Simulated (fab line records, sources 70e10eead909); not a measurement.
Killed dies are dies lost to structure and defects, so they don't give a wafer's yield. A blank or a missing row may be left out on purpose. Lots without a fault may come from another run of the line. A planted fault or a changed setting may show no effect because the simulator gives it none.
Chamber matching | flow nand_harc | NHARC_P_BONDPAD_CMP_32 on cmp-04: 4 sister chambers
The step polishes SiCN, target thk 200 nm. 4 wafers are shown with their chamber, then 8 later ones without.

WAFERS WITH THEIR CHAMBER
wafer  | chamber | motor_current_A (A)
L078.6 | 1       | 11.4
L079.6 | 2       | 12.5
L080.2 | 3       | 12.1
L083.1 | 0       | 12.6

WAFERS WITHOUT THEIR CHAMBER
wafer  | motor_current_A (A)
L083.3 | 12.3
L083.5 | 10.9
L094.1 | 12.0
L094.2 | 11.8
L094.5 | 11.9
L096.1 | 12.1
L096.3 | 12.5
L096.5 | 12.4

WHICH CHAMBER EACH WENT THROUGH
wafer  | from the rows above          | in truth
L083.3 | can't be placed: 2 or 3 or 0 | 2
L083.5 | 1                            | 1
L094.1 | can't be placed: 3 or 2      | 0
L094.2 | can't be placed: 3 or 1 or 2 | 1
L094.5 | can't be placed: 3 or 1 or 2 | 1
L096.1 | can't be placed: 3 or 2      | 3
L096.3 | can't be placed: 2 or 0 or 3 | 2
L096.5 | can't be placed: 2 or 0 or 3 | 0
Placed correctly: 1 of 8. Can't be placed from these rows: 7 (the true chamber is among the candidates in 6). Placed wrongly: 0.
How it was worked out, from the rows above alone: a wafer's distance from a chamber is the root of the sum, over the readings, of the square of ((its reading less the chamber's mean) divided by the reading's scatter). The wafer belongs to the nearest chamber; if the next one is less than 2 further off, it can't be placed. A chamber's mean is the mean of its shown wafers. The scatter: with one shown wafer a chamber, the root of the mean of the squares of how far each hidden wafer lies from its nearest shown one.
